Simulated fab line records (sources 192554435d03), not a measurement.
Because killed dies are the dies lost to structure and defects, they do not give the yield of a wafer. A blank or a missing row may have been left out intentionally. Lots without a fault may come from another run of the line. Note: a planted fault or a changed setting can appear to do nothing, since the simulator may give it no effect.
Which tool is to blame?	flow n5 finfet	Sampling: 10 lots, 27 wafers, 4 of 1938 route steps

== WHAT THE GAUGES SHOWED, per wafer ==
N5_BEOL_M4_RC_MEAS_101. Usual: CJ_N 4.37, standard deviation 0.11; DIBL_N 36.3 mV/V, standard deviation 1.7; DIBL_P 36.5 mV/V, standard deviation 2.1; IOFF_N 0.16 nA/um, standard deviation 0.03; IOFF_N_85C 3.2 nA/um, standard deviation 0.49; IOFF_P 0.22 nA/um, standard deviation 0.035; ION_N 675 uA/um, standard deviation 11; ION_P 465 uA/um, standard deviation 7.1; SS_N 71.5 mV/dec, standard deviation 0.62; SS_P 73.3 mV/dec, standard deviation 0.64; VT_N 250 mV, standard deviation 3.1; VT_P -249.1 mV, standard deviation 3.
lot	measured	on	CJ_N	DIBL_N (mV/V)	DIBL_P (mV/V)	IOFF_N (nA/um)	IOFF_N_85C (nA/um)	IOFF_P (nA/um)	ION_N (uA/um)	ION_P (uA/um)	SS_N (mV/dec)	SS_P (mV/dec)	VT_N (mV)	VT_P (mV)	flag
L484	day 7 21:03	prober-01	4.43 4.39 4.29	35.2 37.2 34.7	35.6 38.1 35.4	0.15 0.18 0.14	3.0 3.4 2.8	0.23 0.28 0.23	683 671 673	472 469 473	71.4 71.3 70.8	72.4 73.8 72.9	249 246 252	-244.8 -244.1 -244.3	
L485	day 8 13:50	prober-02	4.35 4.35 4.37	36.3 39.2 34.9	36.0 38.8 33.5	0.15 0.22 0.13	3.0 4.1 2.6	0.21 0.24 0.16	670 679 668	464 462 455	71.2 71.9 70.1	72.9 73.5 72.4	251 245 251	-248.5 -249.6 -255.4	
L486	day 8 20:51	prober-02	4.57 4.61 4.59	37.0 36.8 38.2	37.1 36.1 38.9	0.16 0.14 0.19	3.2 2.8 3.6	0.24 0.21 0.27	688 666 689	479 465 476	71.4 71.5 71.7	73.4 73.0 73.9	249 253 247	-247.9 -248.5 -246.0	
L488	day 9 03:23	prober-01	4.44 4.49 4.42	36.4 33.1 37.8	36.4 32.5 39.1	0.16 0.11 0.21	3.1 2.4 3.9	0.19 0.16 0.25	669 671 688	456 460 472	71.9 71.3 72.2	73.9 72.4 74.0	251 254 243	-253.5 -256.4 -246.4	
L489	day 9 08:04	prober-02	4.38 4.58 4.41	33.9 38.6 34.7	33.5 38.1 34.7	0.11 0.20 0.13	2.4 3.8 2.7	0.17 0.24 0.20	670 680 672	470 465 466	70.8 70.9 69.8	73.3 73.7 72.4	255 249 253	-255.4 -248.3 -250.2	
L490	day 9 10:03	prober-02	4.45 4.46 4.37	35.2 37.0 37.0	31.7 34.8 34.8	0.13 0.16 0.15	2.6 3.2 3.0	0.17 0.20 0.20	671 685 662	459 467 460	71.0 71.5 71.9	72.1 72.7 72.6	253 249 251	-252.1 -252.0 -250.5	
L496	day 12 21:18	prober-02	4.42 4.84	37.0 44.3	36.9 35.5	0.17 0.77	3.3 11.6	0.24 0.22	680 690	466 467	71.7 83.5	74.0 73.4	248 246	-245.9 -247.2	OFF
L497	day 13 09:56	prober-01	4.29 4.37 4.75	33.6 38.5 40.8	33.2 38.7 33.4	0.13 0.22 0.48	2.5 4.0 7.8	0.18 0.27 0.18	654 687 672	452 469 458	71.5 72.2 81.7	73.0 73.7 73.0	251 245 250	-250.5 -247.3 -251.6	OFF
L498	day 13 19:34	prober-02	4.39 4.82	39.1 43.8	37.8 35.2	0.19 0.60	3.5 9.4	0.24 0.20	671 679	470 460	72.9 82.3	73.6 73.2	247 250	-247.0 -249.7	OFF
L504	day 14 15:30	prober-01	4.17 4.19	36.0 37.3	35.6 36.9	0.14 0.16	2.8 3.2	0.19 0.21	664 685	456 462	71.3 71.8	72.3 73.2	251 250	-252.3 -249.8	

== WHAT TOOL EACH LOT RAN ON (gives the tool, then ch and the chambers of the sampled wafers, and finally the start) ==
lot	N5_SD_EPI_N_SD_RECESS_17	N5_BEOL_M4_ANNEAL_51	N5_BEOL_M4_DEP_57
L484	rie si-02 ch 1,2,3, day 3 08:22	rtp anneal-01 ch 0, day 7 19:55	pecvd-03 ch 0,2, day 7 20:46
L485	rie si-02 ch 0,2, day 3 16:18	rtp anneal-01 ch 0, day 8 12:49	pecvd-04 ch 0,1, day 8 13:33
L486	rie si-02 ch 0,1,2, day 3 19:34	rtp anneal-02 ch 0, day 8 19:49	pecvd-04 ch 0,1,2, day 8 20:35
L488	rie si-02 ch 0,2,3, day 4 07:34	rtp anneal-01 ch 0, day 9 02:22	pecvd-04 ch 0,1,2, day 9 03:07
L489	rie si-03 ch 0,1,2, day 4 12:44	rtp anneal-01 ch 0, day 9 05:16	pecvd-04 ch 1,2, day 9 06:04
L490	rie si-02 ch 0,3, day 4 21:49	rtp anneal-01 ch 0, day 9 08:55	pecvd-01 ch 0,1,2, day 9 09:37
L496	rie si-02 ch 0, day 6 07:08	rtp anneal-02 ch 0, day 12 20:24	pecvd-04 ch 0,2, day 12 21:11
L497	rie si-02 ch 0,1,3, day 6 13:54	rtp anneal-02 ch 0, day 13 09:01	pecvd-04 ch 0,2, day 13 09:49
L498	rie si-02 ch 0,3, day 6 20:28	rtp anneal-01 ch 0, day 13 18:26	pecvd-03 ch 1,2, day 13 19:08
L504	rie si-03 ch 1,3, day 8 10:20	rtp anneal-01 ch 0, day 14 14:17	pecvd-03 ch 1,2, day 14 15:04
- N5_SD_EPI_N_SD_RECESS_17: chemistry HBr/Cl2/O2, target depth 41 nm, time 23.7 s, bt time 3 s.
- N5_BEOL_M4_ANNEAL_51: time 90 s.
- N5_BEOL_M4_DEP_57: deposits SiCN from 3MS/NH3, target thk 8 nm, time 14 s.

== WHAT THE TOOLS THEMSELVES READ (means of the sampled wafers that have a number; where no wafer has one, the mark that the record gives instead) ==
N5_SD_EPI_N_SD_RECESS_17. Usual: drypump motor current A 5.5 A, standard deviation 0.43; oes product au 1.006 a.u., standard deviation 0.019; throttle valve pct 37.1 %, standard deviation 0.4.
lot	tool	drypump motor current A (A)	oes product au (a.u.)	throttle valve pct (%)	flag
L484	rie si-02	5.2	1.005	36.7	
L485	rie si-02	5.3	1.018	37.1	
L486	rie si-02	5.2	1.014	36.8	
L488	rie si-02	5.2	1.008	37.0	
L489	rie si-03	5.6	1.006	37.4	
L490	rie si-02	5.5	1.005	37.1	
L496	rie si-02	5.6	1.002	37.2	
L497	rie si-02	5.5	0.998	36.8	
L498	rie si-02	5.5	0.994	37.0	
L504	rie si-03	6.1	0.992	37.4	

N5_BEOL_M4_ANNEAL_51. Usual: wafer_temp_C_max reads 226.1 (standard deviation 0.4).
lot	tool	wafer_temp_C_max	flag
L484	rtp anneal-01	226.4	
L485	rtp anneal-01	226.6	
L486	rtp anneal-02	225.6	
L488	rtp anneal-01	226.7	
L489	rtp anneal-01	226.6	
L490	rtp anneal-01	226.4	
L496	rtp anneal-02	225.7	
L497	rtp anneal-02	225.5	
L498	rtp anneal-01	226.6	
L504	rtp anneal-01	226.1	

N5_BEOL_M4_DEP_57. Usual: showerhead plenum p Torr 3.659 Torr, standard deviation 0.013; throttle valve pct 9.1 %, standard deviation 0.53.
lot	tool	showerhead plenum p Torr (Torr)	throttle valve pct (%)	flag
L484	pecvd-03	3.654	8.8	
L485	pecvd-04	3.669	9.0	
L486	pecvd-04	3.664	9.1	
L488	pecvd-04	3.660	9.1	
L489	pecvd-04	3.657	9.5	
L490	pecvd-01	3.667	9.3	
L496	pecvd-04	3.659	8.7	
L497	pecvd-04	3.665	8.7	
L498	pecvd-03	3.638	8.6	
L504	pecvd-03	3.640	8.5	

== THE ANSWER, worked out from the rows above alone ==
Rule: lot off if the mean of its wafers having a number is beyond 3 standard deviations from the usual mean. Also off: a lot with no number at a reading for which 4 or more lots have one. The other lots that the step has rows for count as sound. The gauges are gone through in route order, then the tools' own readings, and for those a lot's mean is taken as printed above. At the first step where some lot is off, the reading lying furthest off is the one used; lots without a number count as furthest.
Off: L496, L497, L498, at N5_BEOL_M4_RC_MEAS_101 (IOFF_N).
If a tool, at a process step before that reading, ran all the lots that are off and no sound lot after the first of them, it fits. The gauges at N5_BEOL_M4_RC_MEAS_101 are tried like those tools. One fits: rie si-02 at N5_SD_EPI_N_SD_RECESS_17. A fault onset in the window from L490 (day 4 21:49, its last sound lot) to L496 (day 6 07:08, its first lot off) fits.

== WHAT WAS PUT IN BY THE SIMULATOR ==
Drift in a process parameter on rie si-02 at N5_SD_EPI_N_SD_RECESS_17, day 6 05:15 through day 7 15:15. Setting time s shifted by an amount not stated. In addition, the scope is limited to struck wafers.
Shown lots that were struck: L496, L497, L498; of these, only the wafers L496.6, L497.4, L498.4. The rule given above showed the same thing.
